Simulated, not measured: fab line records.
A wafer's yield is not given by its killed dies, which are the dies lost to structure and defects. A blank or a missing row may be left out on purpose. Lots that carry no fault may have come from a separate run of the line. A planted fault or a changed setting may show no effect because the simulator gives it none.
A struck lot beside a sound one	flow nand_harc	14 steps out of a route of 1302
Sound: wafers L259.1, L259.2, L259.4. Wafers struck: L261.1, L261.4, L261.5. At the end, the cause is stated.
For every step that has rows: the tool of each side, followed by ch and its chambers, followed by its first start. Under that, the readings that differ: sound wafers	struck wafers	difference of the means	sigmas: that difference in standard deviations of wafers without a fault.
alike: same words and numbers on both sides, and readings whose means sit less than 2 such deviations apart. not compared: any withheld reading, any reading some wafer has no value for, any bound like >300 that may hide the same value, and any number with overlapping values for which the record gives no deviation.
The two part at a step that has a row with sigmas, a row that says differs or no value, or rows on one side only. When numbers do not overlap yet have no deviation, they are printed without sigmas and do not part them. A reading missing from all wafers of one side parts the sides only when that side holds two or more wafers.

NHARC_A_CHANNEL_FILL_D2_ETCHBACK_20: etches the open film in C4F8/O2/Ar, target depth 27 nm, time 13.5 s.
  sound on rie_diel-09 ch 1,2,3, day 20 09:55; struck on rie_diel-10 ch 1,3, day 21 20:16
  alike: oes_product_au, rf_vpp_V
  not compared: rf_hours_counter_h
NHARC_A_CHANNEL_FILL_D2_STRIP_28: strips in O2, time 20 s.
  sound on rie_diel-09 ch 0,2,3, day 20 10:00; struck on rie_diel-10 ch 1,2,3, day 21 20:22
  alike: drypump_motor_current_A, oes_product_au, rf_vpp_V, showerhead_plenum_p_Torr, throttle_valve_pct
  not compared: rf_hours_counter_h
then, 4 steps without rows for these wafers: NHARC_A_CHANNEL_FILL_D2_PRECLEAN_21 (cleans in dHF, time 30 s); NHARC_A_CHANNEL_FILL_D2_SRD_23; NHARC_A_CHANNEL_FILL_D2_CVD_05 (deposits poly-Si, target thk 5 nm); NHARC_A_CHANNEL_FILL_D2_ANNEAL_22 (time 7200 s).
NHARC_A_CHANNEL_FILL_D2_ALD_25: deposits SiOx, target thk 60 nm, pulse time 10 s, ald cycles 600.
  sound on ald_hk-02 ch 0,1,2, day 20 21:43; struck on ald_hk-01 ch 0,2,3, day 22 07:17
  alike: heater_power_outer_w, heater_power_w, precursor_pulse_height_rel
NHARC_A_CHANNEL_FILL_D2_ETCHBACK_08: etches the open film in C4F8, target depth 220 nm, time 110 s.
  sound on rie_diel-09 ch 0,1,2; struck on rie_diel-09 ch 0,1,2
reading	sound	struck	difference	sigmas
oes_product_au (a.u.)	0.94 0.92 0.92	0.99 1.01 1.01	+0.08	+2
  alike: rf_vpp_V
  not compared: rf_hours_counter_h
NHARC_A_CHANNEL_FILL_D2_STRIP_29: strips in O2, time 20 s.
  sound on rie_diel-09 ch 1,2,3; struck on rie_diel-09 ch 1,3
  alike: drypump_motor_current_A, oes_product_au, rf_vpp_V, showerhead_plenum_p_Torr, throttle_valve_pct
  not compared: rf_hours_counter_h
then, 2 steps without rows for these wafers: NHARC_A_CHANNEL_FILL_D2_PRECLEAN_30 (cleans in dHF, time 30 s); NHARC_A_CHANNEL_FILL_D2_SRD_31.
NHARC_A_CHANNEL_FILL_D2_CVD_09: deposits poly-Si, target thk 150 nm, time 3000 s.
  sound on lpcvd_poly-01 ch 0, day 21 09:38; struck on lpcvd_poly-01 ch 0, day 22 15:26
reading	sound	struck	difference	sigmas
spike_tc_bottom_C (C)	642.6 643.8 642.0	595.8 596.0 594.7	-47.3	-39
spike_tc_centre_C (C)	621.2 622.8 621.3	573.3 574.3 572.9	-48.3	-27
spike_tc_lower_C (C)	619.6 621.4 620.3	572.2 573.2 572.2	-47.9	-49
spike_tc_top_C (C)	637.7 639.5 640.1	592.7 591.1 591.2	-47.4	-16
spike_tc_upper_C (C)	620.3 619.5 618.8	571.5 570.7 570.3	-48.7	-44
tube_center_temp_C (C)	619.96 619.93 620	571.25 571.32 571.31	-48.67	-99 or more
zone_power_lower_pct (%)	8.65 8.65 8.60	7.41 7.47 7.61	-1.14	-5
NHARC_A_CHANNEL_FILL_D2_CMP_10: polishes, target thk 150 nm.
  sound on cmp-04 ch 0,1,2, day 21 12:50; struck on cmp-03 ch 0,1, day 22 18:36
reading	sound	struck	difference	sigmas
time_to_endpoint_s (s)	19 15 14	5 5 7	-10	-3
  alike: motor_current_A
next, for these wafers, 1 step has no rows: NHARC_END_SORT_01.

## WHERE THEY PART
Last at NHARC_A_CHANNEL_FILL_D2_CMP_10 as far as this record goes, first at NHARC_A_CHANNEL_FILL_D2_ETCHBACK_08.

WHY: what had been put in by the simulator
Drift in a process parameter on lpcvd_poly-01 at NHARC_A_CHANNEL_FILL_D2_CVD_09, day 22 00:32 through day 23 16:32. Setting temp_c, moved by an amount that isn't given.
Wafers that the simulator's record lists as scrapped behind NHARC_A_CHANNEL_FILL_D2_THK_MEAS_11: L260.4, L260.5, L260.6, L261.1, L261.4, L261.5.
